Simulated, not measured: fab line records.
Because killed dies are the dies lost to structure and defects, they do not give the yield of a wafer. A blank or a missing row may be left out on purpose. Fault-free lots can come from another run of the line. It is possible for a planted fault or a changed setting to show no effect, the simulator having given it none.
2 desks looking at one fault :: flow nandHarc :: each desk has only its own numbers; what lay behind them comes last

THE TOOL OWNER'S DESK: arfiScanner-01
The tool's own readings at NHARC_A_SGD_CUT_EXPOSE_06 (exposes mask SGD): means of the sampled wafers that have a number, for each lot that ran on this tool. Any lot whose mean is over 4 standard deviations away from the usual mean is out of limits and marked OUT; that distance is given in the brackets.
Columns: A = exposureDoseMJCm2 at NHARC_A_SGD_CUT_EXPOSE_06, usual 86.5
lot: L906
first seen here: day 19 14:56
A: 87.1

lot: L909
first seen here: day 20 12:44
A: 87.2

lot: L921
first seen here: day 25 13:16
A: 63.7 (-31) OUT

lot: L923
first seen here: day 27 07:29
A: 68.5 (-25) OUT

lot: L924
first seen here: day 27 08:02
A: 70.8 (-22) OUT

lot: L926
first seen here: day 28 01:55
A: 70.9 (-21) OUT
This desk finds L921, L923, L924, L926 out of limits, L921 being first, at day 25 13:16 (exposureDoseMJCm2 at NHARC_A_SGD_CUT_EXPOSE_06). L906, L909 stayed within limits.

AT THE METROLOGY DESK
Lot by lot, what the gauges showed, no matter which tool ran the lot: averages of those sampled wafers that carry a number. Any lot whose mean is over 4 standard deviations away from the usual mean is out of limits and marked OUT; that distance is given in the brackets.
Columns: A = cdNm at NHARC_A_SGD_CUT_CD_MEAS_09, usual 100.0 nm
lot: L905
first seen here: day 19 14:44
A: 99.5

lot: L906
first seen here: day 19 15:04
A: 99.7

lot: L909
first seen here: day 20 12:53
A: 99.5

lot: L911
first seen here: day 21 01:25
A: 99.6

lot: L912
first seen here: day 22 12:42
A: 99.8

lot: L915
first seen here: day 23 09:44
A: 99.7

lot: L921
first seen here: day 25 13:24
A: 81.0 (-33) OUT

lot: L920
first seen here: day 25 13:33
A: 100.8

lot: L923
first seen here: day 27 07:37
A: 85.7 (-25) OUT

lot: L924
first seen here: day 27 08:10
A: 87.0 (-22) OUT

lot: L926
first seen here: day 28 02:03
A: 86.3 (-24) OUT

lot: L927
first seen here: day 29 02:39
A: 99.9
This desk finds L921, L923, L924, L926 out of limits, L921 being first, at day 25 13:24 (cdNm at NHARC_A_SGD_CUT_CD_MEAS_09). L905, L906, L909, L911, L912, L915, L920, L927 stayed within limits.

PUT TOGETHER
On L921, L923, L924, L926, at day 25 13:16, an alarm was possible from the tool owner's desk.
Metrology desk: alarm possible at day 25 13:24 on L921, L923, L924, L926.
All the named lots went through NHARC_A_SGD_CUT_EXPOSE_06 on arfiScanner-01.

WHAT HAD BEEN PUT IN BY THE SIMULATOR
Process parameter drift: arfiScanner-01, from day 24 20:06 on, at NHARC_A_SGD_CUT_EXPOSE_06. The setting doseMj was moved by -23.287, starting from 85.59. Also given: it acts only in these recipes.
Struck lots among those shown: L921, L923, L924, L926.
Counting hours from when the fault started, the first reading out of limits came at 17 for the tool owner's desk and at 17 for the metrology desk.
